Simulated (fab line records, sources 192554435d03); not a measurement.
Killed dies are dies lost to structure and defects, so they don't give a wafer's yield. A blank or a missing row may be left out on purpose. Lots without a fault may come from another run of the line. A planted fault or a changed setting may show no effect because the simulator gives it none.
Chamber matching | flow n5_finfet | N5_BEOL_M8_ILD_DEP_00 on pecvd-01: 3 sister chambers
The step deposits SiCOH lowk from DEMS/porogen, target thk 179.75 nm, time 33.4 s. 6 wafers are shown with their chamber, then 9 later ones without.

WAFERS WITH THEIR CHAMBER
wafer  | chamber | showerhead_vpp_V (V) | heater_power_w (W)
L076.3 | 0       | 1269                 | 306
L084.4 | 2       | 1455                 | 462
L086.5 | 2       | 1479                 | 422
L089.1 | 1       | 1327                 | 337
L089.2 | 0       | 1264                 | 294
L089.4 | 1       | 1366                 | 334

WAFERS WITHOUT THEIR CHAMBER
wafer  | showerhead_vpp_V (V) | heater_power_w (W)
L091.1 | 1345                 | 289
L091.4 | 1319                 | 294
L091.6 | 1266                 | 286
L092.1 | 1334                 | 332
L092.2 | 1261                 | 320
L092.3 | 1472                 | 407
L096.1 | 1478                 | 456
L096.2 | 1338                 | 331
L096.5 | 1278                 | 248

WHICH CHAMBER EACH WENT THROUGH
wafer  | from the rows above     | in truth
L091.1 | can't be placed: 1 or 0 | 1
L091.4 | can't be placed: 0 or 1 | 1
L091.6 | 0                       | 0
L092.1 | 1                       | 1
L092.2 | 0                       | 0
L092.3 | 2                       | 2
L096.1 | 2                       | 2
L096.2 | 1                       | 1
L096.5 | 0                       | 0
Placed correctly: 7 of 9. Can't be placed from these rows: 2 (the true chamber is among the candidates in 2). Placed wrongly: 0.
How it was worked out, from the rows above alone: a wafer's distance from a chamber is the root of the sum, over the readings, of the square of ((its reading less the chamber's mean) divided by the reading's scatter). The wafer belongs to the nearest chamber; if the next one is less than 2 further off, it can't be placed. A chamber's mean is the mean of its shown wafers. The scatter: the root of (the sum of the squares of (reading less its chamber's mean) over the shown wafers, divided by (wafers less chambers)).
